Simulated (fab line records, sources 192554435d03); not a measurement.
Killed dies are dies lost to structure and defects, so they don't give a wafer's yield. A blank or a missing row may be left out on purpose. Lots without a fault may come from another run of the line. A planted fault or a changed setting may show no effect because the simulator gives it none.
Chamber matching | flow n5_finfet | N5_BEOL_M1_STRIP_36 on rie_diel-01: 4 sister chambers
The step strips in N2/H2. 14 wafers are shown with their chamber, then 7 later ones without.

WAFERS WITH THEIR CHAMBER
wafer  | chamber | drypump_motor_current_A (A) | showerhead_plenum_p_Torr (Torr) | throttle_valve_pct (%)
L076.2 | 3       | 6.4                         | 2.48                            | 23.5
L076.3 | 1       | 5.2                         | 2.52                            | 23.9
L076.4 | 2       | 6.1                         | 2.51                            | 23.2
L081.2 | 0       | 4.8                         | 2.57                            | 23.3
L081.3 | 2       | 6.1                         | 2.51                            | 23.3
L081.5 | 0       | 4.8                         | 2.57                            | 23.3
L082.3 | 3       | 6.4                         | 2.48                            | 23.5
L082.4 | 2       | 6.2                         | 2.51                            | 23.3
L082.5 | 1       | 5.2                         | 2.51                            | 23.9
L083.2 | 1       | 5.2                         | 2.51                            | 23.9
L083.5 | 3       | 6.4                         | 2.48                            | 23.5
L083.6 | 2       | 6.1                         | 2.51                            | 23.2
L089.1 | 1       | 5.2                         | 2.51                            | 24.0
L089.4 | 3       | 6.4                         | 2.47                            | 23.5

SIGNATURES (means of the wafers above)
reading                  | chamber 0 | chamber 1 | chamber 2 | chamber 3 | scatter within a chamber
drypump_motor_current_A  | 4.800     | 5.200     | 6.125     | 6.400     | 0.0274
showerhead_plenum_p_Torr | 2.5700    | 2.5125    | 2.5100    | 2.4775    | 0.00387
throttle_valve_pct       | 23.300    | 23.925    | 23.250    | 23.500    | 0.0418
Rule: a wafer's distance from a chamber is the root of the sum, over the readings, of the square of ((its reading less the chamber's mean) divided by the reading's scatter). The wafer belongs to the nearest chamber; if the next one is less than 2 further off, it can't be placed. The scatter: the root of (the sum of the squares of (reading less its chamber's mean) over the shown wafers, divided by (wafers less chambers)).

WAFERS WITHOUT THEIR CHAMBER
wafer  | drypump_motor_current_A (A) | showerhead_plenum_p_Torr (Torr) | throttle_valve_pct (%)
L089.5 | 6.1                         | 2.50                            | 23.3
L091.2 | 6.1                         | 2.50                            | 23.3
L091.3 | 5.2                         | 2.51                            | 24.0
L091.6 | 4.8                         | 2.56                            | 23.4
L093.3 | 6.4                         | 2.47                            | 23.6
L093.4 | 6.4                         | 2.47                            | 23.6
L093.6 | 4.7                         | 2.56                            | 23.4

WHICH CHAMBER EACH WENT THROUGH
wafer  | from the rows above | in truth
L089.5 | 2                   | 2
L091.2 | 2                   | 2
L091.3 | 1                   | 1
L091.6 | 0                   | 0
L093.3 | 3                   | 3
L093.4 | 3                   | 3
L093.6 | 0                   | 0
Placed correctly: 7 of 7. Can't be placed from these rows: 0. Placed wrongly: 0.
